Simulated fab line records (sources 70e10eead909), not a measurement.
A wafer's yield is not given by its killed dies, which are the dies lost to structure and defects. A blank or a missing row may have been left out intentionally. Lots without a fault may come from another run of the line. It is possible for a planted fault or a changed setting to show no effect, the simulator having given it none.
Matching of chambers | flow nand-harc | NHARC_P_STI_DESCUM_14 on rie-diel-05 has 4 sister chambers
The step chemistry O2, time 3 s. 18 wafers are shown with their chamber, then 9 later ones without.

## EACH WAFER AND ITS CHAMBER
wafer  | chamber | drypump-motor-current-A (A) | oes-product-au (a.u.) | rf-vpp-V (V)
L076.2 | 2       | 5.6                         | 0.997                 | 57.1
L076.3 | 0       | 5.3                         | 1.005                 | 57.3
L076.6 | 0       | 5.2                         | 0.999                 | 59.7
L076.1 | 1       | 5.2                         | 0.999                 | 58.7
L076.4 | 3       | 6.2                         | 1.004                 | 57.5
L076.5 | 1       | 5.2                         | 0.998                 | 57.0
L081.2 | 0       | 5.3                         | 0.994                 | 59.1
L081.3 | 2       | 5.6                         | 0.984                 | 58.5
L081.4 | 2       | 5.6                         | 0.998                 | 57.2
L082.3 | 0       | 5.3                         | 0.991                 | 59.4
L082.4 | 0       | 5.3                         | 1.002                 | 57.1
L082.5 | 1       | 5.1                         | 1.004                 | 58.9
L086.2 | 3       | 6.2                         | 0.995                 | 56.9
L086.5 | 0       | 5.3                         | 1.001                 | 57.3
L086.6 | 1       | 5.1                         | 0.998                 | 58.7
L090.2 | 3       | 6.1                         | 1.018                 | 57.6
L090.3 | 0       | 5.3                         | 1.012                 | 58.7
L090.5 | 0       | 5.3                         | 0.999                 | 59.5

SIGNATURES (means of the wafers above)
reading                 | chamber 0 | chamber 1 | chamber 2 | chamber 3 | scatter within a chamber
drypump-motor-current-A | 5.287     | 5.150     | 5.600     | 6.167     | 0.0426
oes-product-au          | 1.00038   | 0.99975   | 0.99300   | 1.00567   | 0.00711
rf-vpp-V                | 58.513    | 58.325    | 57.600    | 57.333    | 0.94
Rule: a wafer lies at a distance from a chamber equal to the root of the sum of squares, over the readings, of (its reading less the chamber's mean, divided by the reading's scatter). The wafer belongs to the nearest chamber; if the next one is less than 2 further off, it can't be placed. The scatter: the root of (the sum of the squares of (reading less its chamber's mean) over the shown wafers, divided by (wafers less chambers)).

## WAFERS WITHOUT THEIR CHAMBER
wafer  | drypump-motor-current-A (A) | oes-product-au (a.u.) | rf-vpp-V (V)
L090.1 | 5.6                         | 1.010                 | 58.3
L090.4 | 5.2                         | 1.011                 | 57.5
L090.6 | 6.2                         | 1.014                 | 57.0
L091.1 | 6.2                         | 1.003                 | 56.4
L091.2 | 5.2                         | 1.005                 | 57.9
L091.4 | 5.3                         | 1.006                 | 58.9
L097.2 | 5.2                         | 0.996                 | 57.9
L097.4 | 5.6                         | 0.991                 | 57.7
L097.6 | 5.2                         | 0.991                 | 58.7

## WHICH CHAMBER EACH ONE RAN IN
wafer  | from the rows above     | in truth
L090.1 | 2                       | 2
L090.4 | can't be placed: 1 or 0 | 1
L090.6 | 3                       | 3
L091.1 | 3                       | 3
L091.2 | can't be placed: 1 or 0 | 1
L091.4 | 0                       | 0
L097.2 | can't be placed: 1 or 0 | 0
L097.4 | 2                       | 2
L097.6 | can't be placed: 1 or 0 | 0
Placed correctly: 5 of 9. Not placeable from these rows: 4 (in 4, the candidates include the true chamber). Number placed wrongly: 0.
